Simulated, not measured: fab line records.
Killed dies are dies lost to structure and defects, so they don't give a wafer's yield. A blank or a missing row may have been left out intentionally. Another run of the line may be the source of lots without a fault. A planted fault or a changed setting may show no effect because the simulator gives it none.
Matching of chambers ; flow n5-finfet ; rie-diel-06 running N5_BEOL_M10_DESCUM_16: 4 sister chambers
The step chemistry O2, time 7.9 s. 16 wafers are shown with their chamber, then 8 later ones without.

## WAFERS, EACH WITH ITS CHAMBER
wafer;chamber;showerhead-plenum-p-Torr (Torr);throttle-valve-pct (%);oes-product-au (a.u.)
L080.1;0;2.17;20.99;0.68
L080.3;3;1.98;20.52;0.72
L080.5;3;1.98;20.53;0.72
L082.1;2;2.14;20.45;0.68
L082.4;1;2.03;20.21;0.91
L082.5;0;2.17;21.00;0.68
L084.2;3;1.98;20.55;0.72
L084.5;0;2.16;21.00;0.67
L084.6;1;2.03;20.20;0.89
L087.2;3;1.98;20.57;0.71
L087.3;1;2.03;20.20;0.89
L087.6;3;1.98;20.55;0.71
L089.1;3;1.98;20.57;0.70
L089.4;2;2.13;20.48;0.66
L089.6;3;1.98;20.57;0.71
L091.2;2;2.13;20.47;0.66

SIGNATURES, as means of the wafers listed above
reading;chamber 0;chamber 1;chamber 2;chamber 3;scatter within a chamber
showerhead-plenum-p-Torr;2.1667;2.0300;2.1333;1.9800;0.00333
throttle-valve-pct;20.9967;20.2033;20.4667;20.5514;0.016
oes-product-au;0.6767;0.8967;0.6667;0.7129;0.00886
Rule: distance of a wafer from a chamber = root of the sum over the readings of ((wafer's reading minus chamber's mean) / reading's scatter) squared. If the next closest chamber is less than 2 further off than the closest, the wafer can't be placed; otherwise it belongs to the closest. How the scatter is found: for the shown wafers, subtract from each reading the mean of its chamber, square and add these, divide the total by (wafers less chambers), then take the root.

## WAFERS WHOSE CHAMBER IS MISSING
wafer;showerhead-plenum-p-Torr (Torr);throttle-valve-pct (%);oes-product-au (a.u.)
L091.5;2.02;20.22;0.88
L091.6;1.98;20.57;0.71
L096.1;2.16;20.56;0.98
L096.2;1.97;20.59;0.70
L096.5;2.16;20.56;0.97
L097.3;2.16;20.56;0.94
L097.4;2.12;20.11;1.01
L097.5;2.16;20.58;0.94

## CHAMBER TAKEN BY EACH
wafer;from the rows above;in truth
L091.5;1;1
L091.6;3;3
L096.1;2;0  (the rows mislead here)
L096.2;3;3
L096.5;2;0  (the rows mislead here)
L097.3;2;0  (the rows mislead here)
L097.4;1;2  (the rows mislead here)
L097.5;2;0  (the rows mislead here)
Placed correctly: 3 of 8. Number that these rows cannot place: 0. Number placed wrongly: 5.
